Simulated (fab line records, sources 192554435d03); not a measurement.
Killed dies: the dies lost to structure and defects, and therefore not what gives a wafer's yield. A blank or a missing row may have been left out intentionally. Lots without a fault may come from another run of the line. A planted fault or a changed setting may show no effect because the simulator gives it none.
fab line records + flow n5_finfet
[record]
- lots = 11
- wafers = 33
- last_day = 17
route steps=1938 shown BEOL_M2@900 BEOL_M4@1111
lots that met no fault: taken from a fault-free run of the same line
start_h: hours from the record's opening day to when the first of the lot's shown wafers began + wait_h: time in hours since the lot's previous step + " as in the row above + L1.1+2: a row that stands for several wafers + - no value, or no start given + * or withheld: withheld + < > ~ a bound
route shown NAME@n: a module of which the file shows steps, and the number in the route of the first + usual: mean/standard deviation taken from wafers without a fault + same: alike in all rows + chamber/n: place in a boat + sites: the reading at each site + _std_site: their standard deviation + _edge_site: outer sites' mean less inner sites' + radius_mm: how far each site lies from the wafer's centre + mask NAME#n: copy n + behind: the most recent tool/chamber to have shaped the wafer + hold: the reason the lot was held/the length of the hold in hours/how it ended + device: names the non-switching transistor (n, p or np) + end of line: at the end of the route, the tests of the same wafers + a step without rows: its recipe alone + killed: at the first sort, the dies lost to defects and structure; wafer yield is something else + map: per-die view of a wafer (x killed, . not killed, _ where there is no die)
set.NAME: setting as actually run; set.NAME@STEP: the setting as run at that earlier step + model.NAME: the simulator's own value behind a step, which no gauge read
steps of the route over a sample of lots; a table a step, a row a wafer
[[steps]]
[step N5_BEOL_M2_PRE_CLEAN_45]
[recipe]
- gas = H2/He
- time_s = 30
- temp_c = 250
[usual]
- heater_power_w = 341/40
| lot.wafer | tool           | chamber | start_h | wait_h | heater_power_w |
|-----------|----------------|---------|---------|--------|----------------|
| L816.2    | pvd_sputter-01 | -       | 158.61  | 0.0    | 290            |
| L816.4    | "              | -       | "       | "      | 357            |
| L816.5    | "              | -       | "       | "      | 356            |
| L817.1    | pvd_sputter-01 | -       | 162.40  | 0.0    | 289            |
| L817.3    | "              | -       | "       | "      | 345            |
| L817.5    | "              | -       | "       | "      | 294            |
| L820.2    | pvd_sputter-02 | -       | 183.74  | 0.0    | 339            |
| L820.3    | "              | -       | "       | "      | 388            |
| L820.5    | "              | -       | "       | "      | 294            |
| L823.1    | pvd_sputter-03 | -       | 206.38  | 0.0    | 413            |
| L823.3    | "              | -       | "       | "      | 384            |
| L823.4    | "              | -       | "       | "      | 292            |
| L824.2    | pvd_sputter-03 | -       | 213.29  | 0.0    | 350            |
| L824.5    | "              | -       | "       | "      | 357            |
| L824.6    | "              | -       | "       | "      | 386            |
| L832.2    | pvd_sputter-01 | -       | 244.23  | 0.0    | 293            |
| L832.3    | "              | -       | "       | "      | 355            |
| L832.6    | "              | -       | "       | "      | 297            |
| L833.1    | pvd_sputter-01 | -       | 259.19  | 0.0    | 352            |
| L833.2    | "              | -       | "       | "      | 351            |
| L833.6    | "              | -       | "       | "      | 354            |
| L834.1    | pvd_sputter-01 | -       | 268.84  | 0.0    | 288            |
| L834.2    | "              | -       | "       | "      | 345            |
| L834.6    | "              | -       | "       | "      | 358            |
| L835.2    | pvd_sputter-01 | -       | 268.92  | 0.0    | 351            |
| L835.3    | "              | -       | "       | "      | 361            |
| L835.5    | "              | -       | "       | "      | 284            |
| L836.2    | pvd_sputter-02 | -       | 275.20  | 0.0    | 384            |
| L836.5    | "              | -       | "       | "      | 388            |
| L836.6    | "              | -       | "       | "      | 332            |
| L837.4    | pvd_sputter-01 | -       | 279.59  | 0.0    | 296            |
| L837.5    | "              | -       | "       | "      | 347            |
| L837.6    | "              | -       | "       | "      | 299            |
[step N5_BEOL_M2_ANNEAL_82]
[recipe]
- temp_c = 400
- time_s = 240
- ambient = vacuum
[usual]
- heater_power_w = 848/96
- susceptor_temp_C = 400.00/0.21
| lot.wafer | tool           | chamber | start_h | wait_h | heater_power_w | susceptor_temp_C |
|-----------|----------------|---------|---------|--------|----------------|------------------|
| L816.2    | pvd_sputter-02 | -       | 159.71  | 0.0    | 965            | 400.03           |
| L816.4    | "              | -       | "       | "      | 859            | 400.28           |
| L816.5    | "              | -       | "       | "      | 938            | 399.78           |
| L817.1    | pvd_sputter-01 | -       | 163.86  | 0.0    | 883            | 399.57           |
| L817.3    | "              | -       | "       | "      | 716            | 400.18           |
| L817.5    | "              | -       | "       | "      | 863            | 400.00           |
| L820.2    | pvd_sputter-01 | -       | 185.44  | 0.0    | 898            | 399.79           |
| L820.3    | "              | -       | "       | "      | 902            | 399.59           |
| L820.5    | "              | -       | "       | "      | 726            | 399.97           |
| L823.1    | pvd_sputter-02 | -       | 207.87  | 0.0    | -              | -                |
| L823.3    | "              | -       | "       | "      | -              | -                |
| L823.4    | "              | -       | "       | "      | -              | -                |
| L824.2    | pvd_sputter-02 | -       | 214.51  | 0.0    | -              | -                |
| L824.5    | "              | -       | "       | "      | -              | -                |
| L824.6    | "              | -       | "       | "      | -              | -                |
| L832.2    | pvd_sputter-01 | -       | 245.42  | 0.0    | 741            | 399.97           |
| L832.3    | "              | -       | "       | "      | 875            | 399.87           |
| L832.6    | "              | -       | "       | "      | 722            | 400.02           |
| L833.1    | pvd_sputter-03 | -       | 260.55  | 0.0    | 735            | 399.99           |
| L833.2    | "              | -       | "       | "      | 861            | 400.03           |
| L833.6    | "              | -       | "       | "      | 934            | 400.42           |
| L834.1    | pvd_sputter-02 | -       | 270.12  | 0.0    | 838            | 400.06           |
| L834.2    | "              | -       | "       | "      | 762            | 400.10           |
| L834.6    | "              | -       | "       | "      | 981            | 399.85           |
| L835.2    | pvd_sputter-01 | -       | 270.24  | 0.0    | 881            | 400.00           |
| L835.3    | "              | -       | "       | "      | 857            | 400.09           |
| L835.5    | "              | -       | "       | "      | 729            | 400.21           |
| L836.2    | pvd_sputter-02 | -       | 276.42  | 0.0    | 865            | 400.02           |
| L836.5    | "              | -       | "       | "      | 943            | 399.98           |
| L836.6    | "              | -       | "       | "      | 753            | 399.76           |
| L837.4    | pvd_sputter-02 | -       | 280.87  | 0.0    | 938            | 399.95           |
| L837.5    | "              | -       | "       | "      | 929            | 399.76           |
| L837.6    | "              | -       | "       | "      | 991            | 400.18           |
[step N5_BEOL_M2_ANNEAL_95]
[recipe]
- temp_c = 400
- time_s = 240
- ambient = vacuum
[usual]
- heater_power_w = 848/96
- susceptor_temp_C = 399.98/0.22
| lot.wafer | tool           | chamber | start_h | wait_h | heater_power_w | susceptor_temp_C |
|-----------|----------------|---------|---------|--------|----------------|------------------|
| L816.2    | pvd_sputter-02 | -       | 160.81  | 0.0    | 968            | 400.12           |
| L816.4    | "              | -       | "       | "      | 845            | 400.00           |
| L816.5    | "              | -       | "       | "      | 959            | 400.02           |
| L817.1    | pvd_sputter-01 | -       | 164.96  | 0.0    | 890            | 399.76           |
| L817.3    | "              | -       | "       | "      | 720            | 400.32           |
| L817.5    | "              | -       | "       | "      | 915            | 399.57           |
| L820.2    | pvd_sputter-01 | -       | 186.54  | 0.0    | 885            | 399.95           |
| L820.3    | "              | -       | "       | "      | 886            | 399.64           |
| L820.5    | "              | -       | "       | "      | 727            | 399.55           |
| L823.1    | pvd_sputter-02 | -       | 208.97  | 0.0    | 846            | 400.44           |
| L823.3    | "              | -       | "       | "      | 919            | 399.87           |
| L823.4    | "              | -       | "       | "      | 751            | 399.54           |
| L824.2    | pvd_sputter-02 | -       | 215.61  | 0.0    | 759            | 399.64           |
| L824.5    | "              | -       | "       | "      | 852            | 400.06           |
| L824.6    | "              | -       | "       | "      | 914            | 399.91           |
| L832.2    | pvd_sputter-01 | -       | 246.52  | 0.0    | 725            | 399.86           |
| L832.3    | "              | -       | "       | "      | 883            | 400.06           |
| L832.6    | "              | -       | "       | "      | 741            | 400.13           |
| L833.1    | pvd_sputter-03 | -       | 261.65  | 0.0    | 727            | 400.05           |
| L833.2    | "              | -       | "       | "      | 855            | 400.24           |
| L833.6    | "              | -       | "       | "      | 934            | 400.20           |
| L834.1    | pvd_sputter-02 | -       | 271.22  | 0.0    | 843            | 400.13           |
| L834.2    | "              | -       | "       | "      | 769            | 399.68           |
| L834.6    | "              | -       | "       | "      | 982            | 400.28           |
| L835.2    | pvd_sputter-01 | -       | 271.34  | 0.0    | 884            | 400.13           |
| L835.3    | "              | -       | "       | "      | 875            | 400.08           |
| L835.5    | "              | -       | "       | "      | 712            | 399.98           |
| L836.2    | pvd_sputter-02 | -       | 277.66  | 0.0    | 833            | 399.96           |
| L836.5    | "              | -       | "       | "      | 974            | 400.27           |
| L836.6    | "              | -       | "       | "      | 759            | 399.99           |
| L837.4    | pvd_sputter-02 | -       | 282.11  | 0.0    | 944            | 399.89           |
| L837.5    | "              | -       | "       | "      | 938            | 400.20           |
| L837.6    | "              | -       | "       | "      | 965            | 399.87           |
[step N5_BEOL_M2_SPUTTER_96]
[recipe]
- material = Cu
- target_thk_a = 45
- temp_c = -20
- chamber_pressure_pa = 0.07
- power_w = withheld
- time_s = 8.29
[usual]
- throttle_valve_pct = 30.4/0.71
| lot.wafer | tool           | chamber | start_h | wait_h | throttle_valve_pct |
|-----------|----------------|---------|---------|--------|--------------------|
| L816.2    | pvd_sputter-02 | -       | 160.95  | 0.1    | 31.2               |
| L816.4    | "              | -       | "       | "      | 30.7               |
| L816.5    | "              | -       | "       | "      | 31.1               |
| L817.1    | pvd_sputter-01 | -       | 165.10  | 0.1    | 29.6               |
| L817.3    | "              | -       | "       | "      | 29.8               |
| L817.5    | "              | -       | "       | "      | 30.8               |
| L820.2    | pvd_sputter-01 | -       | 186.68  | 0.1    | 30.9               |
| L820.3    | "              | -       | "       | "      | 29.7               |
| L820.5    | "              | -       | "       | "      | 30.1               |
| L823.1    | pvd_sputter-02 | -       | 209.11  | 0.1    | 30.4               |
| L823.3    | "              | -       | "       | "      | 29.2               |
| L823.4    | "              | -       | "       | "      | 29.7               |
| L824.2    | pvd_sputter-02 | -       | 215.75  | 0.1    | 29.7               |
| L824.5    | "              | -       | "       | "      | 30.5               |
| L824.6    | "              | -       | "       | "      | 29.0               |
| L832.2    | pvd_sputter-01 | -       | 246.66  | 0.1    | 30.1               |
| L832.3    | "              | -       | "       | "      | 30.7               |
| L832.6    | "              | -       | "       | "      | 29.7               |
| L833.1    | pvd_sputter-03 | -       | 261.79  | 0.1    | 30.4               |
| L833.2    | "              | -       | "       | "      | 31.8               |
| L833.6    | "              | -       | "       | "      | 31.1               |
| L834.1    | pvd_sputter-02 | -       | 271.36  | 0.1    | 30.7               |
| L834.2    | "              | -       | "       | "      | 29.6               |
| L834.6    | "              | -       | "       | "      | 31.1               |
| L835.2    | pvd_sputter-01 | -       | 271.48  | 0.1    | 29.8               |
| L835.3    | "              | -       | "       | "      | 30.9               |
| L835.5    | "              | -       | "       | "      | 29.9               |
| L836.2    | pvd_sputter-02 | -       | 277.81  | 0.1    | 30.4               |
| L836.5    | "              | -       | "       | "      | 30.7               |
| L836.6    | "              | -       | "       | "      | 29.5               |
| L837.4    | pvd_sputter-02 | -       | 282.27  | 0.1    | 31.1               |
| L837.5    | "              | -       | "       | "      | 29.0               |
| L837.6    | "              | -       | "       | "      | 31.1               |
[step N5_BEOL_M4_RC_MEAS_101]
[usual]
- DIBL_N = 36.3/1.4
- DIBL_P = 35.7/1.5
- IOFF_N = 0.155/0.022
- IOFF_P = 0.204/0.027
- ION_N = 671/9
- ION_P = 459/6.2
- SS_N = 71.5/0.54
- SS_P = 73.1/0.56
- VT_N = 250.2/2.6
- VT_P = -251/3.3
| lot.wafer | tool      | chamber | start_h | wait_h | DIBL_N[mV/V] | DIBL_P[mV/V] | IOFF_N[nA/um] | IOFF_P[nA/um] | ION_N[uA/um] | ION_P[uA/um] | SS_N[mV/dec] | SS_P[mV/dec] | VT_N[mV] | VT_P[mV] |
|-----------|-----------|---------|---------|--------|--------------|--------------|---------------|---------------|--------------|--------------|--------------|--------------|----------|----------|
| L816.2    | prober-01 | 0       | 186.80  | 0.2    | 35.3         | 35.6         | 0.162         | 0.216         | 677          | 466          | 71.7         | 73.3         | 247.9    | -248     |
| L816.4    | "         | 0       | "       | "      | 35.4         | 35.4         | 0.156         | 0.221         | 663          | 462          | 71.7         | 73.4         | 249.2    | -249     |
| L816.5    | "         | 0       | "       | "      | 34.2         | 33.7         | 0.144         | 0.187         | 671          | 457          | 70.8         | 72.3         | 250.9    | -251     |
| L817.1    | prober-02 | 0       | 189.13  | 0.0    | 35.0         | 34.9         | 0.137         | 0.171         | 663          | 453          | 70.7         | 72.3         | 250.8    | -255     |
| L817.3    | "         | 0       | "       | "      | 36.4         | 36.8         | 0.176         | 0.195         | 682          | 464          | 71.5         | 73.4         | 245.6    | -254     |
| L817.5    | "         | 0       | "       | "      | 38.2         | 38.8         | 0.212         | 0.222         | 686          | 456          | 71.1         | 73.6         | 243.2    | -252     |
| L820.2    | prober-01 | 0       | 209.97  | 0.2    | 39.1         | 38.6         | 0.197         | 0.257         | 682          | 466          | 72.3         | 73.6         | 247.3    | -245     |
| L820.3    | "         | 0       | "       | "      | 38.6         | 37.1         | 0.182         | 0.242         | 665          | 454          | 71.6         | 74.0         | 248.6    | -246     |
| L820.5    | "         | 0       | "       | "      | 38.9         | 37.1         | 0.195         | 0.238         | 678          | 458          | 73.4         | 73.4         | 250.4    | -249     |
| L823.1    | prober-01 | 0       | 232.23  | 0.0    | 34.8         | 33.3         | 0.128         | 0.189         | 669          | 468          | 72.3         | 73.1         | 252.8    | -247     |
| L823.3    | "         | 0       | "       | "      | 36.0         | 35.0         | 0.153         | 0.218         | 679          | 465          | 71.9         | 72.9         | 248.1    | -248     |
| L823.4    | "         | 0       | "       | "      | 36.4         | 35.6         | 0.152         | 0.225         | 662          | 464          | 71.5         | 72.9         | 250.0    | -247     |
| L824.2    | prober-01 | 0       | 238.25  | 0.2    | 37.1         | 37.5         | 0.163         | 0.199         | 676          | 461          | 72.0         | 73.3         | 248.6    | -251     |
| L824.5    | "         | 0       | "       | "      | 36.2         | 36.3         | 0.154         | 0.191         | 679          | 459          | 71.6         | 73.1         | 250.6    | -253     |
| L824.6    | "         | 0       | "       | "      | 36.8         | 37.2         | 0.159         | 0.209         | 664          | 455          | 71.5         | 73.6         | 250.3    | -253     |
| L832.2    | prober-01 | 0       | 274.48  | 0.2    | 34.1         | 33.5         | 0.119         | 0.174         | 666          | 457          | 71.0         | 72.7         | 253.2    | -252     |
| L832.3    | "         | 0       | "       | "      | 35.0         | 34.6         | 0.131         | 0.185         | 664          | 457          | 71.2         | 72.9         | 252.5    | -251     |
| L832.6    | "         | 0       | "       | "      | 35.4         | 34.6         | 0.138         | 0.192         | 677          | 462          | 71.6         | 73.0         | 250.7    | -251     |
| L833.1    | prober-02 | 0       | 284.96  | 0.0    | 36.2         | 36.8         | 0.153         | 0.207         | 675          | 466          | 71.5         | 72.7         | 250.7    | -250     |
| L833.2    | "         | 0       | "       | "      | 36.3         | 36.8         | 0.158         | 0.213         | 671          | 460          | 71.3         | 73.0         | 251.5    | -249     |
| L833.6    | "         | 0       | "       | "      | 35.9         | 36.0         | 0.143         | 0.194         | 663          | 457          | 71.1         | 72.4         | 253.7    | -251     |
| L834.1    | prober-01 | 0       | 293.64  | 0.0    | 36.0         | 35.2         | 0.143         | 0.185         | 674          | 459          | 71.3         | 72.9         | 252.5    | -254     |
| L834.2    | "         | 0       | "       | "      | 34.7         | 33.2         | 0.120         | 0.159         | 655          | 450          | 72.0         | 72.7         | 253.5    | -254     |
| L834.6    | "         | 0       | "       | "      | 37.8         | 37.7         | 0.188         | 0.224         | 682          | 464          | 71.5         | 73.9         | 245.5    | -251     |
| L835.2    | prober-02 | 0       | 294.24  | 0.2    | 37.1         | 36.6         | 0.183         | 0.232         | 679          | 465          | 71.5         | 72.9         | 246.5    | -248     |
| L835.3    | "         | 0       | "       | "      | 36.2         | 35.7         | 0.157         | 0.210         | 667          | 458          | 71.2         | 72.2         | 250.3    | -249     |
| L835.5    | "         | 0       | "       | "      | 37.1         | 37.5         | 0.176         | 0.248         | 677          | 468          | 71.0         | 73.3         | 246.7    | -245     |
| L836.2    | prober-01 | 0       | 302.79  | 0.2    | 33.6         | 33.7         | 0.105         | 0.161         | 653          | 456          | 71.3         | 72.2         | 254.8    | -251     |
| L836.5    | "         | 0       | "       | "      | 36.1         | 36.6         | 0.139         | 0.207         | 663          | 461          | 71.6         | 73.2         | 251.6    | -251     |
| L836.6    | "         | 0       | "       | "      | 33.8         | 33.5         | 0.106         | 0.159         | 644          | 452          | 70.9         | 72.9         | 255.0    | -254     |
| L837.4    | prober-01 | 0       | 307.64  | 0.5    | 35.3         | 34.7         | 0.137         | 0.179         | 669          | 460          | 71.7         | 72.8         | 250.5    | -255     |
| L837.5    | "         | 0       | "       | "      | 37.3         | 35.9         | 0.166         | 0.192         | 671          | 452          | 71.9         | 72.1         | 249.3    | -252     |
| L837.6    | "         | 0       | "       | "      | 35.1         | 34.5         | 0.135         | 0.178         | 668          | 457          | 71.5         | 72.3         | 253.9    | -253     |
[[key]]
[first_sign]
- step = N5_BEOL_M2_ANNEAL_82
- reading = tool_record
- direction = missing
effect none on later readings
met_at N5_BEOL_M2_ANNEAL_82
struck_lots L823,L824
not_acting_at N5_BEOL_M2_PRE_CLEAN_45,N5_BEOL_M2_ANNEAL_95,N5_BEOL_M2_SPUTTER_96
onset_between 159.71 207.87
[fault]
- kind = skipped_step_whole
- tool = pvd_sputter-02
- chamber = -
- onset_h = 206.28
- steps = N5_BEOL_M2_ANNEAL_82
- scope = struck_lots_only
